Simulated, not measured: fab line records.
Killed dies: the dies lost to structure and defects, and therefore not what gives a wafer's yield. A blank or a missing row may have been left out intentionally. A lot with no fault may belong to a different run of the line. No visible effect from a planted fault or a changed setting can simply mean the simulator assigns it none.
Matching of chambers | flow nand harc | 4 sister chambers for NHARC_A_WL_FILL_ALD_10 on ald hk-03
The step deposits SiO2, target thk 50 nm, pulse time 10 s, ald cycles 500. 14 wafers are shown with their chamber, then 7 later ones without.

EACH WAFER AND ITS CHAMBER
wafer  | chamber | heater power w (W) | precursor pulse height rel
L902.2 | 2       | 452                | 1.007
L902.3 | 0       | 387                | 1.009
L902.5 | 1       | 571                | 0.989
L906.1 | 3       | 478                | 0.987
L906.3 | 1       | 569                | 1.001
L906.5 | 2       | 455                | 1.007
L907.1 | 2       | 463                | 0.996
L907.2 | 1       | 572                | 1.006
L907.4 | 0       | 395                | 1.002
L913.1 | 3       | 513                | 1.016
L913.4 | 1       | 520                | 1.024
L913.6 | 0       | 381                | 1.004
L912.1 | 1       | 540                | 1.017
L912.2 | 0       | 378                | 1.001

SIGNATURES (means of the wafers above)
reading                    | chamber 0 | chamber 1 | chamber 2 | chamber 3 | scatter within a chamber
heater power w             | 385.25    | 554.40    | 456.67    | 495.50    | 17.4
precursor pulse height rel | 1.00400   | 1.00740   | 1.00333   | 1.00150   | 0.0114
Rule: distance of a wafer from a chamber = root of the sum over the readings of ((wafer's reading minus chamber's mean) / reading's scatter) squared. The wafer belongs to the nearest chamber; if the next one is less than 2 further off, it can't be placed. The scatter: the root of (the sum of the squares of (reading less its chamber's mean) over the shown wafers, divided by (wafers less chambers)).

WAFERS WHOSE CHAMBER IS MISSING
wafer  | heater power w (W) | precursor pulse height rel
L912.4 | 453                | 1.002
L917.1 | 378                | 0.972
L917.4 | 528                | 1.004
L917.5 | 382                | 0.973
L924.1 | 545                | 0.994
L924.2 | 458                | 1.005
L924.3 | 508                | 1.023

THE CHAMBER EACH PASSED THROUGH
wafer  | from the rows above          | in truth
L912.4 | 2                            | 2
L917.1 | 0                            | 0
L917.4 | can't be placed: 1 or 3      | 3
L917.5 | 0                            | 0
L924.1 | can't be placed: 1 or 3      | 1
L924.2 | 2                            | 2
L924.3 | can't be placed: 3 or 1 or 2 | 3
Correctly placed: 4 of 7. Cannot be placed on the basis of these rows: 3; the candidates contain the true chamber in 3. Placed wrongly: 0.
